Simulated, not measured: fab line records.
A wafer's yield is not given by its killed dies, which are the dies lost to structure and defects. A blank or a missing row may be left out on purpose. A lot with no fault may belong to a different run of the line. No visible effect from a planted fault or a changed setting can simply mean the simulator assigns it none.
The same fault as seen by 3 desks || flow n5 finfet || each desk has only its own numbers; what lay behind them comes last

THE METROLOGY DESK
Lot by lot, what the gauges showed, no matter which tool ran the lot: averages of those sampled wafers that carry a number. The brackets show how far a lot's mean lies from the usual mean; more than 4 standard deviations puts the lot out of limits, marked OUT.
Columns: A = M11_OVL at N5_BEOL_M11_OVL_MEAS_12, usual 0.1 nm; B = V10_OVL at N5_BEOL_M11_OVL_MEAS_29, usual -0.2 nm
{"lot": "L168", "first seen here": "day 9 17:25", "A": -0.1, "B": -1.1}
{"lot": "L170", "first seen here": "day 10 07:56", "A": 1.2, "B": -0.0}
{"lot": "L172", "first seen here": "day 10 21:09", "A": -0.6, "B": -0.6}
{"lot": "L173", "first seen here": "day 10 21:28", "A": 0.8, "B": -0.2}
{"lot": "L175", "first seen here": "day 11 16:51", "A": -0.8, "B": 0.2}
{"lot": "L177", "first seen here": "day 12 10:00", "A": 0.3, "B": -0.1}
{"lot": "L182", "first seen here": "day 13 18:23", "A": 1.0, "B": -0.9}
{"lot": "L186", "first seen here": "day 14 12:33", "A": 1.2, "B": -1.5}
{"lot": "L187", "first seen here": "day 14 17:44", "A": -0.3, "B": -0.2}
{"lot": "L191", "first seen here": "day 16 03:24", "A": -0.4, "B": -0.3}
This desk's verdict: no lot among the 10 shows anything out of limits.

THE TOOL OWNER'S DESK: rie diel-02
The tool's own readings at N5_BEOL_M11_ETCH_62 (etches SOC in N2/H2, target depth 110 nm, overetch 22 nm, time 165 s): means of the sampled wafers that have a number, for each lot that ran on this tool. The brackets show how far a lot's mean lies from the usual mean; more than 4 standard deviations puts the lot out of limits, marked OUT.
Columns: A = drypump motor current A at N5_BEOL_M11_ETCH_62, usual 5.9 A; B = oes product au at N5_BEOL_M11_ETCH_62, usual 0.64 a.u.; C = rf vpp V at N5_BEOL_M11_ETCH_62, usual 523.5 V; D = showerhead plenum p Torr at N5_BEOL_M11_ETCH_62, usual 2.53 Torr; E = temp c at N5_BEOL_M11_ETCH_62, usual 40.02 C; F = throttle valve pct at N5_BEOL_M11_ETCH_62, usual 17.92 %
{"lot": "L172", "first seen here": "day 10 21:18", "A": 6.2, "B": 0.61, "C": 523.6, "D": 2.50, "E": 39.89, "F": 17.83}
{"lot": "L175", "first seen here": "day 11 16:59", "A": 5.8, "B": 0.67, "C": 525.0, "D": 2.61, "E": 39.98, "F": 17.93}
{"lot": "L177", "first seen here": "day 12 10:09", "A": 5.7, "B": 0.67, "C": 526.2, "D": 2.61, "E": 40.05, "F": 17.94}
{"lot": "L182", "first seen here": "day 13 18:32", "A": 5.9, "B": 0.64, "C": 522.3, "D": 2.51, "E": 40.05, "F": 17.87}
This desk's verdict: no lot among the 4 shows anything out of limits.

THE DEFECT DESK
What the inspections along the route counted, lot by lot: means of the sampled wafers that have a number. The brackets show how far a lot's mean lies from the usual mean; more than 4 standard deviations puts the lot out of limits, marked OUT.
Columns: A = raw defect count at N5_BEOL_M11_INSPECT_30, usual 399
{"lot": "L168", "first seen here": "day 9 18:33", "A": 397}
{"lot": "L170", "first seen here": "day 10 10:23", "A": 465}
{"lot": "L172", "first seen here": "day 10 23:01", "A": 392}
{"lot": "L173", "first seen here": "day 10 23:11", "A": 459}
{"lot": "L175", "first seen here": "day 11 18:44", "A": 450}
{"lot": "L177", "first seen here": "day 12 10:59", "A": 660}
{"lot": "L182", "first seen here": "day 13 20:34", "A": "768 (+4.3) OUT"}
{"lot": "L186", "first seen here": "day 14 13:38", "A": 428}
{"lot": "L187", "first seen here": "day 14 19:17", "A": 503}
{"lot": "L191", "first seen here": "day 16 04:49", "A": 307}
This desk finds L182 out of limits, L182 being first, at day 13 20:34 (raw defect count at N5_BEOL_M11_INSPECT_30). L168, L170, L172, L173, L175, L177, L186, L187, L191: within limits.

BROUGHT TOGETHER
The defect desk could have raised an alarm at day 13 20:34, on L182.
Metrology desk: nothing out of limits seen.
The tool owner's desk saw nothing out of limits.
The metrology desk holds a record of L182, inside its limits.
The tool owner's desk has L182 on record, within its limits.
Every lot named ran N5_BEOL_M11_ETCH_62 on rie diel-02.

WHAT WAS PUT IN BY THE SIMULATOR
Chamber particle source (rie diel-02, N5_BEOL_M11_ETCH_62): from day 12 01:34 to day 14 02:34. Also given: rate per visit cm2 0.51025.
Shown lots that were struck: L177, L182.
Hours from the fault's start to each desk's first reading out of limits: the defect desk, 43.
